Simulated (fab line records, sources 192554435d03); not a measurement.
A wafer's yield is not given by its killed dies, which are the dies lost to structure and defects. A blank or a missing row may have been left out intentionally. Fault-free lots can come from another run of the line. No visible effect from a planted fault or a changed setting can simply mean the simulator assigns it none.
Which tool is to blame?    flow n5-finfet    10 lots, 30 wafers sampled, at 5 steps of a route of 1938

WHAT EACH GAUGE READ, for each wafer
N5_BEOL_M5_THK_MEAS_01. Usual: M5_ILD_THK 121.7 nm, standard deviation 1.3.
lot   measured      on             M5_ILD_THK (nm)    flag
L933  day 7 13:59   film-metro-02  121.0 120.9 122.8  
L936  day 8 15:34   film-metro-02  119.2 121.2 120.9  
L939  day 9 14:13   film-metro-01  122.0 122.8 125.0  
L941  day 9 16:13   film-metro-01  122.4 121.9 122.8  
L940  day 9 21:16   film-metro-02  120.0 121.5 122.2  
L945  day 11 07:51  film-metro-01  121.4 122.2 121.9  
L950  day 12 06:14  film-metro-01  122.0 116.5 123.6  
L953  day 12 16:44  film-metro-02  121.4 122.6 121.4  
L952  day 12 16:08  film-metro-02  121.0 121.9 121.1  
L956  day 13 23:45  film-metro-01  120.0 121.0 123.0  

WHAT TOOL EACH LOT RAN ON (gives the tool, then ch and the chambers of the sampled wafers, and finally the start)
lot   N5_BEOL_M4_SPUTTER_96         N5_BEOL_M4_DEP_57                N5_BEOL_M5_ILD_DEP_00            N5_BEOL_M5_CURE_79
L933  pvd-sputter-02, day 7 10:46   pecvd-02 ch 0,2, day 7 11:54     pecvd-03 ch 0,2, day 7 12:59     uv-cure-02 ch 1, day 7 13:38
L936  pvd-sputter-01, day 8 12:56   pecvd-02 ch 0,2, day 8 13:55     pecvd-02 ch 0,2, day 8 14:59     uv-cure-01 ch 2, day 8 15:08
L939  pvd-sputter-01, day 9 11:24   pecvd-02 ch 0,1,2, day 9 12:32   pecvd-03 ch 1,2, day 9 13:37     uv-cure-02 ch 2, day 9 13:42
L941  pvd-sputter-03, day 9 13:12   pecvd-02 ch 0,1, day 9 14:11     pecvd-02 ch 0,1, day 9 15:17     uv-cure-02 ch 2, day 9 15:41
L940  pvd-sputter-03, day 9 18:38   pecvd-03 ch 1,2, day 9 19:37     pecvd-02 ch 0,2, day 9 20:42     uv-cure-02 ch 0, day 9 20:50
L945  pvd-sputter-02, day 11 05:06  pecvd-03 ch 0,1,2, day 11 06:13  pecvd-01 ch 0,1,2, day 11 07:18  uv-cure-03 ch 0, day 11 07:35
L950  pvd-sputter-03, day 12 03:17  pecvd-04 ch 0,1,2, day 12 04:34  pecvd-02 ch 1,2, day 12 05:40    uv-cure-01 ch 1, day 12 05:43
L953  pvd-sputter-01, day 12 13:18  pecvd-04 ch 1,2, day 12 14:36    pecvd-03 ch 0,1,2, day 12 15:41  uv-cure-02 ch 1, day 12 15:44
L952  pvd-sputter-02, day 12 13:31  pecvd-03 ch 0,1,2, day 12 14:29  pecvd-01 ch 0,1,2, day 12 15:34  uv-cure-03 ch 1, day 12 15:43
L956  pvd-sputter-03, day 13 21:02  pecvd-04 ch 0,1,2, day 13 22:06  pecvd-01 ch 0,1,2, day 13 23:11  uv-cure-03 ch 1, day 13 23:19
- N5_BEOL_M4_SPUTTER_96: material Cu, target thk 4.5 nm, time 8.29 s.
- N5_BEOL_M4_DEP_57: deposits SiCN from 3MS/NH3, target thk 8 nm, time 14 s.
- N5_BEOL_M5_ILD_DEP_00: deposits SiCOH lowk from DEMS/porogen, target thk 140.64 nm, time 25.9 s.
- N5_BEOL_M5_CURE_79: cures SiCOH lowk, time 240 s.

AS READ BY THE TOOLS THEMSELVES (means over the sampled wafers that have a number; for cases with no such wafer, the mark the record gives instead)
N5_BEOL_M4_SPUTTER_96. Usual: chamber-pressure-pa 0.07001 Pa, standard deviation 0.00013; throttle-valve-pct 29.6 %, standard deviation 1.4.
lot   tool            chamber-pressure-pa (Pa)  throttle-valve-pct (%)  flag
L933  pvd-sputter-02  0.06995                   30.0                    
L936  pvd-sputter-01  0.07010                   28.8                    
L939  pvd-sputter-01  0.07003                   29.3                    
L941  pvd-sputter-03  0.06994                   30.5                    
L940  pvd-sputter-03  0.07009                   30.3                    
L945  pvd-sputter-02  0.06991                   29.9                    
L950  pvd-sputter-03  0.06996                   30.2                    
L953  pvd-sputter-01  0.07019                   28.9                    
L952  pvd-sputter-02  0.06993                   29.5                    
L956  pvd-sputter-03  0.06994                   30.6                    

N5_BEOL_M4_DEP_57. Usual: chamber-pressure-Torr 3.000 Torr, standard deviation 0.0061; showerhead-plenum-p-Torr 3.670 Torr, standard deviation 0.011; throttle-valve-pct 9.2 %, standard deviation 0.46.
lot   tool      chamber-pressure-Torr (Torr)  showerhead-plenum-p-Torr (Torr)  throttle-valve-pct (%)  flag
L933  pecvd-02  3.005                         3.676                            9.1                     
L936  pecvd-02  2.997                         3.684                            9.6                     
L939  pecvd-02  2.999                         3.670                            9.5                     
L941  pecvd-02  3.003                         3.667                            9.7                     
L940  pecvd-03  2.998                         3.662                            9.0                     
L945  pecvd-03  3.003                         3.665                            9.1                     
L950  pecvd-04  3.001                         3.673                            9.1                     
L953  pecvd-04  3.006                         3.669                            9.2                     
L952  pecvd-03  3.002                         3.670                            8.9                     
L956  pecvd-04  2.996                         3.669                            9.2                     

N5_BEOL_M5_ILD_DEP_00. Usual: chamber-pressure-Torr 4.999 Torr, standard deviation 0.011; heater-power-w 300 W, standard deviation 30; showerhead-plenum-p-Torr 5.740 Torr, standard deviation 0.015; susceptor-temp-C 299.99 C, standard deviation 0.18; throttle-valve-pct 14.0 %, standard deviation 0.9.
lot   tool      chamber-pressure-Torr (Torr)  heater-power-w (W)  showerhead-plenum-p-Torr (Torr)  susceptor-temp-C (C)  throttle-valve-pct (%)  flag
L933  pecvd-03  4.989                         269                 5.737                            300.06                13.5                    
L936  pecvd-02  5.003                         309                 5.745                            300.05                14.6                    
L939  pecvd-03  4.993                         276                 5.732                            299.85                13.5                    
L941  pecvd-02  4.990                         284                 5.751                            300.02                14.6                    
L940  pecvd-02  5.008                         287                 5.747                            300.13                14.7                    
L945  pecvd-01  5.005                         285                 5.734                            299.95                13.3                    
L950  pecvd-02  5.000                         322                 5.742                            302.39                14.1                    OFF
L953  pecvd-03  4.998                         301                 5.736                            300.01                13.7                    
L952  pecvd-01  5.004                         326                 5.729                            299.95                13.4                    
L956  pecvd-01  4.998                         316                 5.738                            299.92                13.3                    

N5_BEOL_M5_CURE_79. Usual: lamp-power-pct 52.31 %, standard deviation 0.052; wafer_temp_C_max 386.9, standard deviation 0.6.
lot   tool        lamp-power-pct (%)  wafer_temp_C_max  flag
L933  uv-cure-02  52.31               386.4             
L936  uv-cure-01  52.31               386.5             
L939  uv-cure-02  52.35               386.6             
L941  uv-cure-02  52.31               386.6             
L940  uv-cure-02  52.26               388.0             
L945  uv-cure-03  52.30               386.6             
L950  uv-cure-01  52.32               387.1             
L953  uv-cure-02  52.31               386.0             
L952  uv-cure-03  52.27               387.2             
L956  uv-cure-03  52.34               387.5             

THE ANSWER, worked out from the rows above alone
Rule: lot off if the mean of its wafers having a number is beyond 3 standard deviations from the usual mean. A lot without any number at a reading at which 4 lots or more have one is off too. Any other lot the step has rows for is counted as sound. The gauges are gone through in route order, then the tools' own readings, and for those a lot's mean is taken as printed above. The first step at which some lot is off is used, and at that step the reading that is off furthest; a lot without a number counts as furthest.
Off: L950, at N5_BEOL_M5_ILD_DEP_00 (susceptor-temp-C).
A tool fits if, at that step or a process step before it, it ran every lot that is off, and no sound lot after the first of them. One fits: pecvd-02 at N5_BEOL_M5_ILD_DEP_00. Its last sound lot is L940 (day 9 20:42), its first lot that is off L950 (day 12 05:40): a fault that began between those two fits.
On the lots that are off, the tool's own readings at N5_BEOL_M5_ILD_DEP_00 differ by more than 5 times the standard deviation of the sound lots' means, which bears it out; susceptor-temp-C reads 302.39 C there versus 299.99 C on the sound lots.

WHAT WAS PUT IN BY THE SIMULATOR
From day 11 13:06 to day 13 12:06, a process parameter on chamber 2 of pecvd-02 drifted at N5_BEOL_M5_ILD_DEP_00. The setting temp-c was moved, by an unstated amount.
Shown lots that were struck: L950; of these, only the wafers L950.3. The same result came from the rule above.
